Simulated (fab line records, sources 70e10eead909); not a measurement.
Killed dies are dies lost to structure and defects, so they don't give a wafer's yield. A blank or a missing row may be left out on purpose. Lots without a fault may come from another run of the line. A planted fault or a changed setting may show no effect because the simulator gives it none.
A struck lot beside a sound one | flow nand_harc | 15 steps out of a route of 1302
Sound: wafers L225.2, L225.4, L225.6. Struck: wafer L219.2. (L219.3 of the same lot was not struck and is left out.) The cause comes at the end.
At each step with rows: each side's tool, then ch and its chambers, then its first start. Under that, the readings that differ: sound wafers | struck wafers | difference of the means | sigmas: that difference in standard deviations of wafers without a fault.
alike: readings whose means differ by less than 2 such deviations, and words and numbers that are the same on both sides. not compared: withheld readings, readings that some wafer has no value for, bounds like >300 that may hide the same value, and numbers for which the record gives no deviation and whose values overlap.
The two part at a step that has a row with sigmas, a row that says differs or no value, or rows on one side only. Numbers that don't overlap but have no deviation are shown without sigmas and don't part them. A reading that every wafer of one side lacks parts them only if that side has two wafers or more.

NHARC_P_GATE_STRIP_75: strips in O2.
  sound on plasma_asher-01 ch 0,1, day 13 03:24; struck on plasma_asher-02 ch 0, day 10 12:44
  alike: drypump_motor_current_A, heater_power_w
  not compared: rf_hours_counter_h
then, 9 steps without rows for these wafers: NHARC_P_GATE_STRIP_50 (strips in SPM, time 900 s); NHARC_P_GATE_DEHYDRATE_51 (time 120 s); NHARC_P_GATE_HMDS_52 (time 30 s); NHARC_P_GATE_COAT_53; NHARC_P_GATE_SOFTBAKE_54 (time 95 s); NHARC_P_GATE_EBR_55; NHARC_P_GATE_EXPOSE_56 (exposes mask P PSD, target cd 720 nm); NHARC_P_GATE_PEB_57 (peb time 85 s); NHARC_P_GATE_DEVELOP_58 (time 70 s).
NHARC_P_GATE_CD_MEAS_59: target cd 720 nm.
  sound on cd_sem-02 ch 0, day 13 04:20; struck on cd_sem-03 ch 0, day 10 13:32
  alike: cd_nm
then, 1 step without rows for these wafers: NHARC_P_GATE_HARDBAKE_60 (time 80 s).
NHARC_P_GATE_DESCUM_61: chemistry O2, time 3 s.
  sound on rie_diel-04 ch 0,1,2, day 13 04:30; struck on rie_diel-09 ch 1, day 10 13:43
  reading          | sound          | struck | difference | sigmas
  run_length_s (s) | 23.7 23.6 23.5 | 22.3   | -1.3       | -4
  alike: drypump_motor_current_A, oes_product_au, rf_vpp_V, showerhead_plenum_p_Torr, throttle_valve_pct
  not compared: rf_hours_counter_h
then, 2 steps without rows for these wafers: NHARC_P_GATE_IMPLANT_62; NHARC_END_SORT_01.

WHERE THEY PART
Only at NHARC_P_GATE_DESCUM_61, within this record.

WHY: what the simulator had put in
Process parameter drift: rie_diel-09, from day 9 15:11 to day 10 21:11, at NHARC_P_GATE_DESCUM_61. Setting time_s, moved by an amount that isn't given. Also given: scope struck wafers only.
